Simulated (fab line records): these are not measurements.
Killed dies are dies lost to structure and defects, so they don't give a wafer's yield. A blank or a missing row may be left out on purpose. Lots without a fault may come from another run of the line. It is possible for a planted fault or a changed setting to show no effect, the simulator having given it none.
fab line records -- flow n5_finfet
[record] lots = 24, wafers = 72, last_day = 17
route steps=1938 shown BEOL_M2@898 BEOL_M3@932
lots that met no fault: from a run of the same line without faults
start_h: the number of hours between the record's first day and the start of the first shown wafer of the lot -- wait_h: hours elapsed since this lot's preceding step -- " the same as in the row above -- L1.1+2: several wafers, shown together as one row -- - either no value or no given start -- * or withheld: withheld -- < > ~ a bound
route shown NAME@n: names a module that has steps shown in the file, with the first one's number in the route -- usual: the fault-free wafers' mean and standard deviation -- same: alike in all rows -- chamber/n: place in a boat -- sites: per-site readings -- _std_site: standard deviation across them -- _edge_site: the outer-site mean with the inner-site mean subtracted -- radius_mm: for every site, how far away it sits from the centre of the wafer -- mask NAME#n: copy n -- behind: the tool/chamber that last shaped the wafer -- hold: cause of the lot's hold/its duration in hours/its outcome -- device: names the non-switching transistor (n, p or np) -- end of line: the tests these same wafers got at the end of their route -- step lacking rows: just its recipe -- killed: at the first sort, the dies lost to defects and structure; wafer yield is something else -- map: shows each die of a wafer: x if killed, . if not, _ if none is there
set.NAME: the setting as run; set.NAME@STEP: as run at that earlier step -- model.NAME: the simulator's own value behind a step, which no gauge read
a sample of lots followed through the steps of the route, with each step as a table and each wafer as a row
services: when a tool's chamber went out of use (start_h, in hours from the record's first day, below 0 if earlier), for how many hours, and the reason
[[steps]]
[step N5_BEOL_M2_CD_MEAS_35]
[recipe] target_cd_nm = 18, target_cd_y_nm = 22.2, polarity = opening
[usual] cd_nm = 17.9/0.31
lot.wafer,tool,chamber,start_h,wait_h,cd_nm
L074.4,cd_sem-03,-,131.71,0.0,18.0
L074.5,cd_sem-03,-,131.71,0.0,18.0
L074.6,cd_sem-03,-,131.71,0.0,18.0
L075.1,cd_sem-01,-,143.65,0.0,17.8
L075.3,cd_sem-01,-,143.65,0.0,17.6
L075.6,cd_sem-01,-,143.65,0.0,17.4
L076.1,cd_sem-03,-,149.47,0.0,17.6
L076.3,cd_sem-03,-,149.47,0.0,17.2
L076.5,cd_sem-03,-,149.47,0.0,17.3
L077.1,cd_sem-03,-,151.32,0.0,18.2
L077.2,cd_sem-03,-,151.32,0.0,17.8
L077.5,cd_sem-03,-,151.32,0.0,18.1
L078.1,cd_sem-01,-,167.81,0.0,17.7
L078.3,cd_sem-01,-,167.81,0.0,18.2
L078.5,cd_sem-01,-,167.81,0.0,17.6
L079.2,cd_sem-01,-,169.05,0.0,17.8
L079.4,cd_sem-01,-,169.05,0.0,17.6
L079.5,cd_sem-01,-,169.05,0.0,18.0
L080.1,cd_sem-01,-,171.34,0.0,17.9
L080.4,cd_sem-01,-,171.34,0.0,17.6
L080.6,cd_sem-01,-,171.34,0.0,17.5
L081.3,cd_sem-02,-,178.45,0.0,17.9
L081.4,cd_sem-02,-,178.45,0.0,18.1
L081.5,cd_sem-02,-,178.45,0.0,17.8
L082.2,cd_sem-03,-,191.11,0.0,18.3
L082.3,cd_sem-03,-,191.11,0.0,17.8
L082.6,cd_sem-03,-,191.11,0.0,17.8
L083.3,cd_sem-01,-,199.58,0.0,18.4
L083.4,cd_sem-01,-,199.58,0.0,18.2
L083.5,cd_sem-01,-,199.58,0.0,18.1
L084.4,cd_sem-01,-,203.29,0.0,18.1
L084.5,cd_sem-01,-,203.29,0.0,17.6
L084.6,cd_sem-01,-,203.29,0.0,17.9
L085.2,cd_sem-02,-,203.85,0.0,17.9
L085.4,cd_sem-02,-,203.85,0.0,17.8
L085.5,cd_sem-02,-,203.85,0.0,17.4
L086.1,cd_sem-02,-,211.78,0.0,18.1
L086.2,cd_sem-02,-,211.78,0.0,17.9
L086.6,cd_sem-02,-,211.78,0.0,18.1
L087.1,cd_sem-03,-,211.82,0.0,17.7
L087.2,cd_sem-03,-,211.82,0.0,17.9
L087.3,cd_sem-03,-,211.82,0.0,17.8
L088.1,cd_sem-01,-,221.76,0.0,18.4
L088.4,cd_sem-01,-,221.76,0.0,17.9
L088.5,cd_sem-01,-,221.76,0.0,17.4
L089.1,cd_sem-02,-,226.96,0.0,18.1
L089.3,cd_sem-02,-,226.96,0.0,17.4
L089.6,cd_sem-02,-,226.96,0.0,17.4
L090.3,cd_sem-01,-,241.35,0.0,17.2
L090.4,cd_sem-01,-,241.35,0.0,17.4
L090.6,cd_sem-01,-,241.35,0.0,17.3
L091.1,cd_sem-01,-,248.59,0.0,17.8
L091.2,cd_sem-01,-,248.59,0.0,17.6
L091.6,cd_sem-01,-,248.59,0.0,17.8
L092.1,cd_sem-01,-,254.36,0.0,17.8
L092.2,cd_sem-01,-,254.36,0.0,17.8
L092.3,cd_sem-01,-,254.36,0.0,17.9
L093.3,cd_sem-02,-,257.28,0.0,18.3
L093.4,cd_sem-02,-,257.28,0.0,18.0
L093.6,cd_sem-02,-,257.28,0.0,18.0
L094.1,cd_sem-02,-,260.23,0.0,17.7
L094.4,cd_sem-02,-,260.23,0.0,17.6
L094.6,cd_sem-02,-,260.23,0.0,18.4
L095.1,cd_sem-02,-,261.85,0.0,17.7
L095.4,cd_sem-02,-,261.85,0.0,17.5
L095.5,cd_sem-02,-,261.85,0.0,18.3
L097.2,cd_sem-02,-,272.29,0.0,18.2
L097.3,cd_sem-02,-,272.29,0.0,18.4
L097.6,cd_sem-02,-,272.29,0.0,18.2
L096.3,cd_sem-01,-,282.55,0.0,17.5
L096.4,cd_sem-01,-,282.55,0.0,17.8
L096.6,cd_sem-01,-,282.55,0.0,17.4
[step N5_BEOL_M2_SPUTTER_48]
[recipe] material = Cu, target_thk_a = 45, temp_c = -20, chamber_pressure_pa = 0.07, power_w = withheld, time_s = 8.29
[usual] susceptor_temp_C = -20.01/0.11, throttle_valve_pct = 30.0/0.91
lot.wafer,tool,chamber,start_h,wait_h,susceptor_temp_C,throttle_valve_pct
L074.4,pvd_sputter-01,-,132.51,0.1,-20.15,31.7
L074.5,pvd_sputter-01,-,132.51,0.1,-20.20,30.2
L074.6,pvd_sputter-01,-,132.51,0.1,-20.17,30.5
L075.1,pvd_sputter-01,-,144.43,0.1,-19.89,32.0
L075.3,pvd_sputter-01,-,144.43,0.1,-19.92,30.0
L075.6,pvd_sputter-01,-,144.43,0.1,-19.99,29.8
L076.1,pvd_sputter-03,-,150.94,0.2,-20.09,29.1
L076.3,pvd_sputter-03,-,150.94,0.2,-19.95,30.0
L076.5,pvd_sputter-03,-,150.94,0.2,-19.94,30.1
L077.1,pvd_sputter-01,-,152.27,0.1,-19.93,30.3
L077.2,pvd_sputter-01,-,152.27,0.1,-20.06,32.2
L077.5,pvd_sputter-01,-,152.27,0.1,-20.08,30.7
L078.1,pvd_sputter-03,-,168.59,0.1,-20.11,30.0
L078.3,pvd_sputter-03,-,168.59,0.1,-20.06,31.7
L078.5,pvd_sputter-03,-,168.59,0.1,-20.01,29.9
L079.2,pvd_sputter-03,-,170.79,0.1,-20.03,29.9
L079.4,pvd_sputter-03,-,170.79,0.1,-20.03,30.1
L079.5,pvd_sputter-03,-,170.79,0.1,-19.93,29.6
L080.1,pvd_sputter-03,-,172.71,0.3,-20.12,31.5
L080.4,pvd_sputter-03,-,172.71,0.3,-20.06,29.2
L080.6,pvd_sputter-03,-,172.71,0.3,-19.98,29.8
L081.3,pvd_sputter-02,-,179.83,0.3,-19.88,29.1
L081.4,pvd_sputter-02,-,179.83,0.3,-19.96,29.8
L081.5,pvd_sputter-02,-,179.83,0.3,-20.02,29.1
L082.2,pvd_sputter-01,-,192.38,0.2,-19.94,30.5
L082.3,pvd_sputter-01,-,192.38,0.2,-20.15,30.1
L082.6,pvd_sputter-01,-,192.38,0.2,-20.15,30.2
L083.3,pvd_sputter-02,-,201.15,0.2,-19.90,28.8
L083.4,pvd_sputter-02,-,201.15,0.2,-19.99,28.9
L083.5,pvd_sputter-02,-,201.15,0.2,-20.11,29.1
L084.4,pvd_sputter-02,-,204.30,0.0,-20.07,29.3
L084.5,pvd_sputter-02,-,204.30,0.0,-19.79,29.0
L084.6,pvd_sputter-02,-,204.30,0.0,-20.25,29.3
L085.2,pvd_sputter-01,-,205.14,0.1,-20.04,30.0
L085.4,pvd_sputter-01,-,205.14,0.1,-20.13,30.2
L085.5,pvd_sputter-01,-,205.14,0.1,-19.94,31.8
L086.1,pvd_sputter-02,-,212.75,0.1,-20.20,29.3
L086.2,pvd_sputter-02,-,212.75,0.1,-20.08,29.0
L086.6,pvd_sputter-02,-,212.75,0.1,-20.01,29.2
L087.1,pvd_sputter-01,-,212.99,0.1,-19.86,31.7
L087.2,pvd_sputter-01,-,212.99,0.1,-19.80,30.7
L087.3,pvd_sputter-01,-,212.99,0.1,-19.93,29.9
L088.1,pvd_sputter-03,-,222.50,0.1,-19.98,28.9
L088.4,pvd_sputter-03,-,222.50,0.1,-19.90,29.8
L088.5,pvd_sputter-03,-,222.50,0.1,-19.91,29.6
L089.1,pvd_sputter-02,-,228.12,0.2,-19.85,29.0
L089.3,pvd_sputter-02,-,228.12,0.2,-19.91,29.1
L089.6,pvd_sputter-02,-,228.12,0.2,-20.14,29.2
L090.3,pvd_sputter-03,-,242.69,0.1,-20.12,30.0
L090.4,pvd_sputter-03,-,242.69,0.1,-20.10,29.9
L090.6,pvd_sputter-03,-,242.69,0.1,-19.96,31.6
L091.1,pvd_sputter-02,-,249.43,0.1,-19.95,29.0
L091.2,pvd_sputter-02,-,249.43,0.1,-19.97,29.9
L091.6,pvd_sputter-02,-,249.43,0.1,-19.93,29.1
L092.1,pvd_sputter-03,-,255.20,0.1,-19.92,31.7
L092.2,pvd_sputter-03,-,255.20,0.1,-20.12,29.6
L092.3,pvd_sputter-03,-,255.20,0.1,-20.08,30.3
L093.3,pvd_sputter-03,-,258.17,0.2,-20.06,29.9
L093.4,pvd_sputter-03,-,258.17,0.2,-19.98,31.6
L093.6,pvd_sputter-03,-,258.17,0.2,-20.12,29.7
L094.1,pvd_sputter-01,-,261.00,0.1,-20.01,29.7
L094.4,pvd_sputter-01,-,261.00,0.1,-19.93,31.9
L094.6,pvd_sputter-01,-,261.00,0.1,-20.24,29.7
L095.1,pvd_sputter-03,-,263.49,0.1,-19.92,29.7
L095.4,pvd_sputter-03,-,263.49,0.1,-20.07,31.7
L095.5,pvd_sputter-03,-,263.49,0.1,-19.98,30.1
L097.2,pvd_sputter-03,-,273.96,0.1,-20.13,30.2
L097.3,pvd_sputter-03,-,273.96,0.1,-20.03,29.9
L097.6,pvd_sputter-03,-,273.96,0.1,-20.00,29.6
L096.3,pvd_sputter-02,-,283.57,0.2,-19.89,29.2
L096.4,pvd_sputter-02,-,283.57,0.2,-19.91,29.0
L096.6,pvd_sputter-02,-,283.57,0.2,-19.97,29.8
[step N5_BEOL_M2_ANNEAL_87]
[recipe] temp_c = 400, time_s = 240, ambient = vacuum
[usual] heater_power_w = 870/68, susceptor_temp_C = 399.96/0.21
lot.wafer,tool,chamber,start_h,wait_h,heater_power_w,susceptor_temp_C
L074.4,pvd_sputter-01,-,133.25,0.0,860,399.69
L074.5,pvd_sputter-01,-,133.25,0.0,841,400.15
L074.6,pvd_sputter-01,-,133.25,0.0,879,400.00
L075.1,pvd_sputter-01,-,145.17,0.0,863,399.97
L075.3,pvd_sputter-01,-,145.17,0.0,875,399.91
L075.6,pvd_sputter-01,-,145.17,0.0,855,399.86
L076.1,pvd_sputter-03,-,151.68,0.0,867,399.84
L076.3,pvd_sputter-03,-,151.68,0.0,817,399.88
L076.5,pvd_sputter-03,-,151.68,0.0,822,399.94
L077.1,pvd_sputter-01,-,153.01,0.0,846,399.99
L077.2,pvd_sputter-01,-,153.01,0.0,874,400.12
L077.5,pvd_sputter-01,-,153.01,0.0,870,399.70
L078.1,pvd_sputter-03,-,169.33,0.0,806,399.51
L078.3,pvd_sputter-03,-,169.33,0.0,940,399.66
L078.5,pvd_sputter-03,-,169.33,0.0,810,400.07
L079.2,pvd_sputter-03,-,171.53,0.0,825,400.05
L079.4,pvd_sputter-03,-,171.53,0.0,788,400.24
L079.5,pvd_sputter-03,-,171.53,0.0,826,399.60
L080.1,pvd_sputter-03,-,173.45,0.0,932,399.38
L080.4,pvd_sputter-03,-,173.45,0.0,864,400.27
L080.6,pvd_sputter-03,-,173.45,0.0,813,399.69
L081.3,pvd_sputter-02,-,180.57,0.0,799,399.89
L081.4,pvd_sputter-02,-,180.57,0.0,1093,399.60
L081.5,pvd_sputter-02,-,180.57,0.0,909,400.07
L082.2,pvd_sputter-01,-,193.12,0.0,879,399.82
L082.3,pvd_sputter-01,-,193.12,0.0,829,400.31
L082.6,pvd_sputter-01,-,193.12,0.0,849,399.89
L083.3,pvd_sputter-02,-,201.89,0.0,881,399.88
L083.4,pvd_sputter-02,-,201.89,0.0,923,399.74
L083.5,pvd_sputter-02,-,201.89,0.0,900,399.82
L084.4,pvd_sputter-02,-,205.04,0.0,795,400.13
L084.5,pvd_sputter-02,-,205.04,0.0,834,399.87
L084.6,pvd_sputter-02,-,205.04,0.0,905,400.16
L085.2,pvd_sputter-01,-,205.88,0.0,842,400.10
L085.4,pvd_sputter-01,-,205.88,0.0,834,399.95
L085.5,pvd_sputter-01,-,205.88,0.0,842,399.75
L086.1,pvd_sputter-02,-,213.49,0.0,789,399.91
L086.2,pvd_sputter-02,-,213.49,0.0,859,399.88
L086.6,pvd_sputter-02,-,213.49,0.0,928,399.93
L087.1,pvd_sputter-01,-,213.73,0.0,854,399.92
L087.2,pvd_sputter-01,-,213.73,0.0,870,399.56
L087.3,pvd_sputter-01,-,213.73,0.0,830,399.84
L088.1,pvd_sputter-03,-,223.24,0.0,842,399.95
L088.4,pvd_sputter-03,-,223.24,0.0,826,400.06
L088.5,pvd_sputter-03,-,223.24,0.0,803,399.64
L089.1,pvd_sputter-02,-,228.86,0.0,927,399.94
L089.3,pvd_sputter-02,-,228.86,0.0,786,399.79
L089.6,pvd_sputter-02,-,228.86,0.0,801,399.74
L090.3,pvd_sputter-03,-,243.43,0.0,805,399.87
L090.4,pvd_sputter-03,-,243.43,0.0,827,399.91
L090.6,pvd_sputter-03,-,243.43,0.0,969,400.33
L091.1,pvd_sputter-02,-,250.17,0.0,876,400.18
L091.2,pvd_sputter-02,-,250.17,0.0,1076,399.93
L091.6,pvd_sputter-02,-,250.17,0.0,849,400.13
L092.1,pvd_sputter-03,-,255.94,0.0,948,400.16
L092.2,pvd_sputter-03,-,255.94,0.0,820,400.11
L092.3,pvd_sputter-03,-,255.94,0.0,833,400.54
L093.3,pvd_sputter-03,-,258.91,0.0,812,400.05
L093.4,pvd_sputter-03,-,258.91,0.0,928,399.69
L093.6,pvd_sputter-03,-,258.91,0.0,817,399.75
L094.1,pvd_sputter-01,-,261.74,0.0,839,399.80
L094.4,pvd_sputter-01,-,261.74,0.0,855,400.08
L094.6,pvd_sputter-01,-,261.74,0.0,838,400.28
L095.1,pvd_sputter-03,-,264.23,0.0,798,400.10
L095.4,pvd_sputter-03,-,264.23,0.0,919,399.71
L095.5,pvd_sputter-03,-,264.23,0.0,814,400.02
L097.2,pvd_sputter-03,-,274.70,0.0,802,400.14
L097.3,pvd_sputter-03,-,274.70,0.0,819,400.32
L097.6,pvd_sputter-03,-,274.70,0.0,825,400.16
L096.3,pvd_sputter-02,-,284.31,0.0,796,400.11
L096.4,pvd_sputter-02,-,284.31,0.0,864,399.74
L096.6,pvd_sputter-02,-,284.31,0.0,1076,400.02
[step N5_BEOL_M2_THK_MEAS_53]
[recipe] thk_meas_gauge = xrf, reads = Cu_of_BEOL_M2_ECD_50
[usual] M2_THK = 40.1/1.3
lot.wafer,tool,chamber,start_h,wait_h,M2_THK[nm]
L074.4,film_metro-02,-,135.13,-,42.4
L074.5,film_metro-02,-,135.13,-,39.5
L074.6,film_metro-02,-,135.13,-,41.2
L075.1,film_metro-02,-,146.98,-,41.1
L075.3,film_metro-02,-,146.98,-,40.0
L075.6,film_metro-02,-,146.98,-,39.1
L076.1,film_metro-02,-,154.90,-,39.0
L076.3,film_metro-02,-,154.90,-,38.7
L076.5,film_metro-02,-,154.90,-,38.4
L077.1,film_metro-02,-,155.44,-,41.5
L077.2,film_metro-02,-,155.44,-,40.1
L077.5,film_metro-02,-,155.44,-,41.6
L078.1,film_metro-02,-,171.14,-,40.6
L078.3,film_metro-02,-,171.14,-,40.4
L078.5,film_metro-02,-,171.14,-,41.8
L079.2,film_metro-02,-,173.34,-,39.2
L079.4,film_metro-02,-,173.34,-,40.9
L079.5,film_metro-02,-,173.34,-,39.6
L080.1,film_metro-02,-,175.26,-,39.6
L080.4,film_metro-02,-,175.26,-,39.4
L080.6,film_metro-02,-,175.26,-,42.1
L081.3,film_metro-02,-,182.38,-,39.8
L081.4,film_metro-02,-,182.38,-,40.5
L081.5,film_metro-02,-,182.38,-,39.7
L082.2,film_metro-01,-,194.93,-,39.7
L082.3,film_metro-01,-,194.93,-,38.9
L082.6,film_metro-01,-,194.93,-,38.7
L083.3,film_metro-01,-,203.70,-,42.6
L083.4,film_metro-01,-,203.70,-,39.7
L083.5,film_metro-01,-,203.70,-,40.6
L084.4,film_metro-01,-,206.85,-,39.5
L084.5,film_metro-01,-,206.85,-,39.6
L084.6,film_metro-01,-,206.85,-,40.2
L085.2,film_metro-02,-,207.69,-,40.3
L085.4,film_metro-02,-,207.69,-,40.1
L085.5,film_metro-02,-,207.69,-,40.3
L086.1,film_metro-02,-,215.30,-,41.8
L086.2,film_metro-02,-,215.30,-,41.0
L086.6,film_metro-02,-,215.30,-,41.1
L087.1,film_metro-01,-,215.57,-,39.4
L087.2,film_metro-01,-,215.57,-,39.3
L087.3,film_metro-01,-,215.57,-,39.5
L088.1,film_metro-01,-,225.04,-,41.2
L088.4,film_metro-01,-,225.04,-,40.8
L088.5,film_metro-01,-,225.04,-,39.2
L089.1,film_metro-01,-,230.67,-,38.5
L089.3,film_metro-01,-,230.67,-,39.4
L089.6,film_metro-01,-,230.67,-,38.4
L090.3,film_metro-02,-,245.24,-,37.3
L090.4,film_metro-02,-,245.24,-,36.4
L090.6,film_metro-02,-,245.24,-,41.1
L091.1,film_metro-02,-,251.99,-,39.8
L091.2,film_metro-02,-,251.99,-,41.1
L091.6,film_metro-02,-,251.99,-,40.3
L092.1,film_metro-01,-,258.09,-,39.8
L092.2,film_metro-01,-,258.09,-,42.0
L092.3,film_metro-01,-,258.09,-,40.0
L093.3,film_metro-02,-,260.73,-,40.0
L093.4,film_metro-02,-,260.73,-,41.4
L093.6,film_metro-02,-,260.73,-,39.3
L094.1,film_metro-02,-,263.55,-,40.5
L094.4,film_metro-02,-,263.55,-,39.8
L094.6,film_metro-02,-,263.55,-,39.2
L095.1,film_metro-02,-,266.60,-,38.9
L095.4,film_metro-02,-,266.60,-,38.6
L095.5,film_metro-02,-,266.60,-,41.6
L097.2,film_metro-01,-,276.61,-,38.9
L097.3,film_metro-01,-,276.61,-,39.5
L097.6,film_metro-01,-,276.61,-,39.5
L096.3,film_metro-01,-,286.13,-,41.8
L096.4,film_metro-01,-,286.13,-,40.7
L096.6,film_metro-01,-,286.13,-,40.3
[step N5_BEOL_M2_INSPECT_59]
[recipe] inspect_instrument = darkfield, mode = post_dep
[usual] raw_defect_count = 75/22
lot.wafer,tool,chamber,start_h,wait_h,raw_defect_count
L074.4,defect_inspect-01,-,135.44,0.0,47
L074.5,defect_inspect-01,-,135.44,0.0,58
L074.6,defect_inspect-01,-,135.44,0.0,87
L075.1,defect_inspect-01,-,147.26,0.0,80
L075.3,defect_inspect-01,-,147.26,0.0,81
L075.6,defect_inspect-01,-,147.26,0.0,93
L076.1,defect_inspect-02,-,155.19,0.0,120
L076.3,defect_inspect-02,-,155.19,0.0,66
L076.5,defect_inspect-02,-,155.19,0.0,102
L077.1,defect_inspect-02,-,155.73,0.0,118
L077.2,defect_inspect-02,-,155.73,0.0,129
L077.5,defect_inspect-02,-,155.73,0.0,87
L078.1,defect_inspect-02,-,171.43,0.0,79
L078.3,defect_inspect-02,-,171.43,0.0,72
L078.5,defect_inspect-02,-,171.43,0.0,55
L079.2,defect_inspect-01,-,173.63,0.0,81
L079.4,defect_inspect-01,-,173.63,0.0,94
L079.5,defect_inspect-01,-,173.63,0.0,99
L080.1,defect_inspect-02,-,175.55,0.0,47
L080.4,defect_inspect-02,-,175.55,0.0,47
L080.6,defect_inspect-02,-,175.55,0.0,65
L081.3,defect_inspect-01,-,182.67,0.0,71
L081.4,defect_inspect-01,-,182.67,0.0,60
L081.5,defect_inspect-01,-,182.67,0.0,75
L082.2,defect_inspect-01,-,195.25,0.0,88
L082.3,defect_inspect-01,-,195.25,0.0,58
L082.6,defect_inspect-01,-,195.25,0.0,132
L083.3,defect_inspect-02,-,203.98,0.0,100
L083.4,defect_inspect-02,-,203.98,0.0,98
L083.5,defect_inspect-02,-,203.98,0.0,56
L084.4,defect_inspect-02,-,207.14,0.0,113
L084.5,defect_inspect-02,-,207.14,0.0,76
L084.6,defect_inspect-02,-,207.14,0.0,49
L085.2,defect_inspect-01,-,207.98,0.0,80
L085.4,defect_inspect-01,-,207.98,0.0,79
L085.5,defect_inspect-01,-,207.98,0.0,81
L086.1,defect_inspect-02,-,215.64,0.0,93
L086.2,defect_inspect-02,-,215.64,0.0,96
L086.6,defect_inspect-02,-,215.64,0.0,100
L087.1,defect_inspect-01,-,215.86,0.0,62
L087.2,defect_inspect-01,-,215.86,0.0,59
L087.3,defect_inspect-01,-,215.86,0.0,49
L088.1,defect_inspect-01,-,225.36,0.0,59
L088.4,defect_inspect-01,-,225.36,0.0,96
L088.5,defect_inspect-01,-,225.36,0.0,69
L089.1,defect_inspect-01,-,230.96,0.0,74
L089.3,defect_inspect-01,-,230.96,0.0,57
L089.6,defect_inspect-01,-,230.96,0.0,102
L090.3,defect_inspect-02,-,245.53,0.0,105
L090.4,defect_inspect-02,-,245.53,0.0,63
L090.6,defect_inspect-02,-,245.53,0.0,74
L091.1,defect_inspect-02,-,252.28,0.0,70
L091.2,defect_inspect-02,-,252.28,0.0,77
L091.6,defect_inspect-02,-,252.28,0.0,90
L092.1,defect_inspect-02,-,258.42,0.0,60
L092.2,defect_inspect-02,-,258.42,0.0,61
L092.3,defect_inspect-02,-,258.42,0.0,63
L093.3,defect_inspect-02,-,261.23,0.0,84
L093.4,defect_inspect-02,-,261.23,0.0,53
L093.6,defect_inspect-02,-,261.23,0.0,65
L094.1,defect_inspect-02,-,263.92,0.0,73
L094.4,defect_inspect-02,-,263.92,0.0,53
L094.6,defect_inspect-02,-,263.92,0.0,70
L095.1,defect_inspect-02,-,267.12,0.0,68
L095.4,defect_inspect-02,-,267.12,0.0,43
L095.5,defect_inspect-02,-,267.12,0.0,73
L097.2,defect_inspect-02,-,276.94,0.0,58
L097.3,defect_inspect-02,-,276.94,0.0,113
L097.6,defect_inspect-02,-,276.94,0.0,53
L096.3,defect_inspect-02,-,286.43,0.0,62
L096.4,defect_inspect-02,-,286.43,0.0,57
L096.6,defect_inspect-02,-,286.43,0.0,54
[step N5_BEOL_M3_THK_MEAS_01]
[recipe] reads = SiOC_of_BEOL_M3_ILD_DEP_00
[usual] M3_ILD_THK = 79.1/0.9
lot.wafer,tool,chamber,start_h,wait_h,M3_ILD_THK[nm]
L074.4,film_metro-01,-,135.55,0.0,78.6
L074.5,film_metro-01,-,135.55,0.0,79.5
L074.6,film_metro-01,-,135.55,0.0,79.0
L075.1,film_metro-01,-,147.37,0.0,78.8
L075.3,film_metro-01,-,147.37,0.0,78.6
L075.6,film_metro-01,-,147.37,0.0,79.7
L076.1,film_metro-02,-,155.30,0.0,79.1
L076.3,film_metro-02,-,155.30,0.0,78.3
L076.5,film_metro-02,-,155.30,0.0,79.9
L077.1,film_metro-02,-,155.84,0.0,77.6
L077.2,film_metro-02,-,155.84,0.0,78.4
L077.5,film_metro-02,-,155.84,0.0,79.1
L078.1,film_metro-02,-,171.53,0.0,79.0
L078.3,film_metro-02,-,171.53,0.0,79.1
L078.5,film_metro-02,-,171.53,0.0,80.6
L079.2,film_metro-01,-,173.73,0.1,78.4
L079.4,film_metro-01,-,173.73,0.1,80.5
L079.5,film_metro-01,-,173.73,0.1,81.5
L080.1,film_metro-02,-,175.67,0.1,78.3
L080.4,film_metro-02,-,175.67,0.1,79.6
L080.6,film_metro-02,-,175.67,0.1,79.9
L081.3,film_metro-02,-,182.77,0.1,78.8
L081.4,film_metro-02,-,182.77,0.1,78.9
L081.5,film_metro-02,-,182.77,0.1,78.9
L082.2,film_metro-02,-,195.37,0.1,78.9
L082.3,film_metro-02,-,195.37,0.1,78.5
L082.6,film_metro-02,-,195.37,0.1,79.1
L083.3,film_metro-02,-,204.10,0.1,79.0
L083.4,film_metro-02,-,204.10,0.1,79.2
L083.5,film_metro-02,-,204.10,0.1,79.4
L084.4,film_metro-02,-,207.26,0.1,78.8
L084.5,film_metro-02,-,207.26,0.1,79.2
L084.6,film_metro-02,-,207.26,0.1,79.6
L085.2,film_metro-02,-,208.10,0.1,78.4
L085.4,film_metro-02,-,208.10,0.1,79.5
L085.5,film_metro-02,-,208.10,0.1,79.4
L086.1,film_metro-02,-,215.76,0.1,78.7
L086.2,film_metro-02,-,215.76,0.1,79.4
L086.6,film_metro-02,-,215.76,0.1,79.9
L087.1,film_metro-01,-,215.98,0.1,78.5
L087.2,film_metro-01,-,215.98,0.1,77.8
L087.3,film_metro-01,-,215.98,0.1,79.4
L088.1,film_metro-02,-,225.48,0.1,78.5
L088.4,film_metro-02,-,225.48,0.1,80.7
L088.5,film_metro-02,-,225.48,0.1,80.1
L089.1,film_metro-02,-,231.06,0.0,78.4
L089.3,film_metro-02,-,231.06,0.0,78.8
L089.6,film_metro-02,-,231.06,0.0,78.9
L090.3,film_metro-02,-,245.65,0.1,78.3
L090.4,film_metro-02,-,245.65,0.1,79.5
L090.6,film_metro-02,-,245.65,0.1,79.1
L091.1,film_metro-01,-,252.38,0.0,78.1
L091.2,film_metro-01,-,252.38,0.0,79.6
L091.6,film_metro-01,-,252.38,0.0,80.1
L092.1,film_metro-01,-,258.52,0.0,77.2
L092.2,film_metro-01,-,258.52,0.0,77.0
L092.3,film_metro-01,-,258.52,0.0,78.0
L093.3,film_metro-01,-,261.34,0.1,79.5
L093.4,film_metro-01,-,261.34,0.1,81.2
L093.6,film_metro-01,-,261.34,0.1,80.0
L094.1,film_metro-02,-,264.02,0.0,78.1
L094.4,film_metro-02,-,264.02,0.0,80.5
L094.6,film_metro-02,-,264.02,0.0,79.4
L095.1,film_metro-01,-,267.24,0.1,78.3
L095.4,film_metro-01,-,267.24,0.1,80.6
L095.5,film_metro-01,-,267.24,0.1,80.2
L097.2,film_metro-02,-,277.04,0.1,78.2
L097.3,film_metro-02,-,277.04,0.1,77.7
L097.6,film_metro-02,-,277.04,0.1,79.4
L096.3,film_metro-01,-,286.54,0.1,77.4
L096.4,film_metro-01,-,286.54,0.1,79.3
L096.6,film_metro-01,-,286.54,0.1,79.0
[[services]]
tool,chamber,start_h,hours,kind
pvd_sputter-03,-,131.77,0.5,repair
pvd_sputter-03,-,135.06,2.9,repair
[[key]]
fault none
